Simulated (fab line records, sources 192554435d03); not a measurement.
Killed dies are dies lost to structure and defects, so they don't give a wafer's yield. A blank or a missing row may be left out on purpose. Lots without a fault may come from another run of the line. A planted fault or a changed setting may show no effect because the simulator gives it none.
Which tool did it? | flow n5_finfet | 9 lots, 27 wafers sampled, at 5 steps of a route of 1938

WHAT THE GAUGES READ, wafer by wafer
N5_MOL_CONTACT_COAG_OVL_MEAS_85. Usual: VG_OVL 0.3 nm, standard deviation 0.75.
lot  | measured     | on         | VG_OVL (nm)    | flag
L372 | day 6 03:29  | overlay-01 | 2.0 0.6 -0.3   |
L373 | day 6 13:10  | overlay-02 | -0.5 -0.2 -0.5 |
L375 | day 7 00:55  | overlay-01 | 0.1 -0.3 -0.1  |
L376 | day 7 11:02  | overlay-01 | -0.1 0.5 -1.5  |
L378 | day 7 19:45  | overlay-02 | -0.7 -1.1 -0.8 |
L382 | day 8 19:02  | overlay-02 | 0.1 1.8 1.3    |
L387 | day 10 00:16 | overlay-01 | 1.1 0.5 1.2    |
L388 | day 10 05:46 | overlay-01 | 0.3 0.0 0.1    |
L390 | day 10 21:54 | overlay-01 | 0.3 -0.1 1.2   |

N5_BEOL_M4_RC_MEAS_101. Usual: DIBL_N 35.8 mV/V, standard deviation 1.7; DIBL_P 35.3 mV/V, standard deviation 2; IOFF_N 0.150 nA/um, standard deviation 0.026; IOFF_P 0.194 nA/um, standard deviation 0.029; ION_N 667 uA/um, standard deviation 11; ION_P 456 uA/um, standard deviation 7.1; SS_N 71.4 mV/dec, standard deviation 0.65; SS_P 73.1 mV/dec, standard deviation 0.64; VT_N 251 mV, standard deviation 3; VT_P -252 mV, standard deviation 3.2.
lot  | measured     | on        | DIBL_N (mV/V)  | DIBL_P (mV/V)  | IOFF_N (nA/um)    | IOFF_P (nA/um)    | ION_N (uA/um) | ION_P (uA/um) | SS_N (mV/dec)  | SS_P (mV/dec)  | VT_N (mV)   | VT_P (mV)      | flag
L372 | day 11 04:16 | prober-02 | 36.4 37.6 34.9 | 35.5 37.3 33.0 | 0.157 0.187 0.123 | 0.188 0.220 0.159 | 673 688 658   | 457 463 450   | 71.0 71.5 70.8 | 72.8 73.7 73.2 | 251 246 256 | -249 -249 -253 |
L373 | day 11 08:04 | prober-02 | 33.9 31.8 34.2 | 32.9 31.0 33.7 | 0.125 0.097 0.125 | 0.150 0.135 0.157 | 669 644 662   | 448 443 453   | 71.4 69.8 71.0 | 72.4 72.2 72.5 | 255 256 253 | -255 -257 -254 |
L375 | day 12 05:59 | prober-02 | 34.0 32.6 36.1 | 35.8 33.2 38.3 | 0.141 0.123 0.184 | 0.208 0.172 0.250 | 676 667 680   | 468 458 468   | 70.9 70.8 71.3 | 72.7 71.9 73.2 | 250 251 247 | -249 -251 -243 |
L376 | day 12 09:15 | prober-01 | 36.8 36.0 36.3 | 35.8 34.6 36.0 | 0.160 0.148 0.154 | 0.220 0.216 0.232 | 670 672 666   | 466 463 463   | 71.6 71.1 71.7 | 73.3 73.3 73.3 | 251 250 250 | -246 -245 -246 |
L378 | day 12 12:49 | prober-02 | 33.9 35.7 36.5 | 32.9 34.6 34.1 | 0.124 0.149 0.156 | 0.169 0.199 0.182 | 660 673 665   | 451 465 450   | 71.0 70.5 70.8 | 72.6 72.7 72.6 | 254 252 251 | -252 -251 -254 |
L382 | day 14 05:40 | prober-01 | 38.3 36.9 37.8 | 35.3 34.6 34.8 | 0.186 0.161 0.171 | 0.213 0.204 0.199 | 669 677 688   | 456 466 464   | 72.2 71.9 72.1 | 73.8 73.9 73.1 | 247 249 248 | -252 -251 -250 |
L387 | day 14 23:49 | prober-01 | 36.1 38.2 34.3 | 35.1 36.6 31.9 | 0.165 0.209 0.121 | 0.231 0.262 0.186 | 666 691 652   | 467 470 458   | 71.9 71.8 70.9 | 72.7 73.3 72.6 | 245 243 251 | -246 -244 -251 |
L388 | day 15 02:43 | prober-01 | 33.6 33.7 33.3 | 33.6 32.3 32.0 | 0.139 0.123 0.122 | 0.173 0.147 0.149 | 664 652 652   | 454 452 445   | 70.7 70.9 70.9 | 72.6 71.9 72.5 | 250 254 251 | -253 -257 -256 |
L390 | day 15 11:44 | prober-02 | 37.6 36.5 36.8 | 35.2 35.3 36.0 | 0.177 0.159 0.167 | 0.217 0.212 0.225 | 680 669 679   | 463 461 464   | 71.3 70.4 71.2 | 73.9 72.7 73.7 | 248 250 250 | -248 -250 -252 |

WHICH TOOL RAN EACH LOT (tool, then ch and the chambers of the sampled wafers, then the start)
lot  | N5_MOL_CONTACT_COAG_DESCUM_88      | N5_MOL_CONTACT_COAG_ETCH_90        | N5_MOL_CONTACT_COAG_COAT_64
L372 | rie_diel-04 ch 0,1,3, day 6 03:34  | rie_diel-04 ch 0,1,3, day 6 03:38  | litho_track-05 ch 0, day 6 04:25
L373 | rie_diel-01 ch 0,1, day 6 13:16    | rie_diel-01 ch 0,1, day 6 13:19    | litho_track-05 ch 0, day 6 14:09
L375 | rie_diel-01 ch 0,1,2, day 7 01:01  | rie_diel-01 ch 0,1,2, day 7 01:04  | litho_track-04 ch 0, day 7 01:53
L376 | rie_diel-04 ch 0,1,3, day 7 11:07  | rie_diel-04 ch 0,1,3, day 7 11:10  | litho_track-04 ch 0, day 7 11:59
L378 | rie_diel-01 ch 0,2,3, day 7 19:53  | rie_diel-01 ch 0,2,3, day 7 19:56  | litho_track-04 ch 0, day 7 20:44
L382 | rie_diel-01 ch 2,3, day 8 19:44    | rie_diel-01 ch 2,3, day 8 19:48    | litho_track-04 ch 0, day 8 22:13
L387 | rie_diel-04 ch 0,1, day 10 00:46   | rie_diel-04 ch 0,1, day 10 00:49   | litho_track-04 ch 0, day 10 01:41
L388 | rie_diel-01 ch 0,1,2, day 10 05:51 | rie_diel-01 ch 0,1,2, day 10 05:55 | litho_track-03 ch 0, day 10 06:50
L390 | rie_diel-03 ch 1,2,3, day 10 22:18 | rie_diel-03 ch 1,2,3, day 10 22:22 | litho_track-03 ch 0, day 10 23:13
- N5_MOL_CONTACT_COAG_DESCUM_88: chemistry O2, time 7 s.
- N5_MOL_CONTACT_COAG_ETCH_90: etches SiARC in CF4, target depth 13 nm, time 21.7 s.
- N5_MOL_CONTACT_COAG_COAT_64: time 60 s, resist thk 10 nm.

WHAT THE TOOLS THEMSELVES READ (means of the sampled wafers that have a number; where no wafer has one, the mark that the record gives instead)
N5_MOL_CONTACT_COAG_DESCUM_88. Usual: drypump_motor_current_A 5.9 A, standard deviation 0.47; oes_product_au 0.78 a.u., standard deviation 0.1; rf_vpp_V 242.8 V, standard deviation 1.4; showerhead_plenum_p_Torr 2.07 Torr, standard deviation 0.063; throttle_valve_pct 20.5 %, standard deviation 0.32.
lot  | tool        | drypump_motor_current_A (A) | oes_product_au (a.u.) | rf_vpp_V (V) | showerhead_plenum_p_Torr (Torr) | throttle_valve_pct (%) | flag
L372 | rie_diel-04 | 5.9                         | 0.72                  | 242.8        | 2.09                            | 20.6                   |
L373 | rie_diel-01 | 5.9                         | 0.87                  | 243.3        | 2.09                            | 20.5                   |
L375 | rie_diel-01 | 6.3                         | 0.81                  | 242.9        | 2.08                            | 20.6                   |
L376 | rie_diel-04 | 5.9                         | 0.71                  | 242.3        | 2.08                            | 20.6                   |
L378 | rie_diel-01 | 6.3                         | 0.80                  | 243.7        | 2.08                            | 20.5                   |
L382 | rie_diel-01 | 6.3                         | 0.82                  | 242.4        | 2.03                            | 20.6                   |
L387 | rie_diel-04 | 6.3                         | 0.86                  | 244.3        | 2.13                            | 20.4                   |
L388 | rie_diel-01 | 6.3                         | 0.78                  | 243.7        | 2.07                            | 20.7                   |
L390 | rie_diel-03 | 5.7                         | 0.79                  | 243.5        | 2.10                            | 20.2                   |

N5_MOL_CONTACT_COAG_ETCH_90. Usual: drypump_motor_current_A 5.9 A, standard deviation 0.47; etch_rf_on_time_s 22.1 s, standard deviation 0.51; oes_product_au 0.66 a.u., standard deviation 0.082; rf_vpp_V 183.8 V, standard deviation 1.3; showerhead_plenum_p_Torr 2.12 Torr, standard deviation 0.065; throttle_valve_pct 15.6 %, standard deviation 0.31.
lot  | tool        | drypump_motor_current_A (A) | etch_rf_on_time_s (s) | oes_product_au (a.u.) | rf_vpp_V (V) | showerhead_plenum_p_Torr (Torr) | throttle_valve_pct (%) | flag
L372 | rie_diel-04 | 5.9                         | 22.4                  | 0.61                  | 184.1        | 2.13                            | 15.7                   |
L373 | rie_diel-01 | 6.0                         | 21.7                  | 0.73                  | 184.4        | 2.14                            | 15.6                   |
L375 | rie_diel-01 | 6.3                         | 22.2                  | 0.68                  | 183.8        | 2.12                            | 15.8                   |
L376 | rie_diel-04 | 5.9                         | 22.7                  | 0.60                  | 184.8        | 2.12                            | 15.7                   |
L378 | rie_diel-01 | 6.3                         | 21.9                  | 0.68                  | 183.3        | 2.13                            | 15.7                   |
L382 | rie_diel-01 | 6.3                         | 21.6                  | 0.69                  | 183.8        | 2.07                            | 15.7                   |
L387 | rie_diel-04 | 6.3                         | 22.2                  | 0.72                  | 184.3        | 2.17                            | 15.5                   |
L388 | rie_diel-01 | 6.2                         | 21.7                  | 0.67                  | 183.5        | 2.12                            | 15.9                   |
L390 | rie_diel-03 | 5.7                         | 22.2                  | 0.67                  | 184.6        | 2.15                            | 15.4                   |

N5_MOL_CONTACT_COAG_COAT_64. Usual: chill_plate_temp_C 23.01 C, standard deviation 0.1; spin_speed_rpm 1499.9 rpm, standard deviation 1.1.
lot  | tool           | chill_plate_temp_C (C) | spin_speed_rpm (rpm) | flag
L372 | litho_track-05 | 23.13                  | 1500.4               |
L373 | litho_track-05 | 22.96                  | 1499.3               |
L375 | litho_track-04 | 22.96                  | 1499.5               |
L376 | litho_track-04 | 23.01                  | 1500.5               |
L378 | litho_track-04 | 23.00                  | 1498.4               |
L382 | litho_track-04 | 22.97                  | 1445.9               | OFF
L387 | litho_track-04 | 22.97                  | 1446.1               | OFF
L388 | litho_track-03 | 22.96                  | 1498.9               |
L390 | litho_track-03 | 23.01                  | 1499.4               |

THE ANSWER, worked out from the rows above alone
Rule: a lot is off if the mean of its wafers that have a number lies more than 3 standard deviations from the usual mean. A lot without any number at a reading at which 4 lots or more have one is off too. The other lots that the step has rows for count as sound. The gauges are gone through in route order, then the tools' own readings, and for those a lot's mean is taken as printed above. The first step at which some lot is off is used, and at that step the reading that is off furthest; a lot without a number counts as furthest.
Off: L382, L387, at N5_MOL_CONTACT_COAG_COAT_64 (spin_speed_rpm).
A tool fits if, at that step or a process step before it, it ran every lot that is off, and no sound lot after the first of them. One fits: litho_track-04 at N5_MOL_CONTACT_COAG_COAT_64. Its last sound lot is L378 (day 7 20:44), its first lot that is off L382 (day 8 22:13): a fault that began between those two fits.
The tool's own readings at N5_MOL_CONTACT_COAG_COAT_64 bear it out: on the lots that are off they differ by more than 5 times the standard deviation of the sound lots' means. spin_speed_rpm reads 1446.0 rpm there against 1499.5 rpm on the sound lots.

WHAT THE SIMULATOR HAD PUT IN
Process parameter drift: litho_track-04, from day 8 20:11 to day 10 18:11, at N5_MOL_CONTACT_COAG_COAT_64. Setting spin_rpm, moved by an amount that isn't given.
Lots struck among those shown: L382, L387. The rule above found the same.
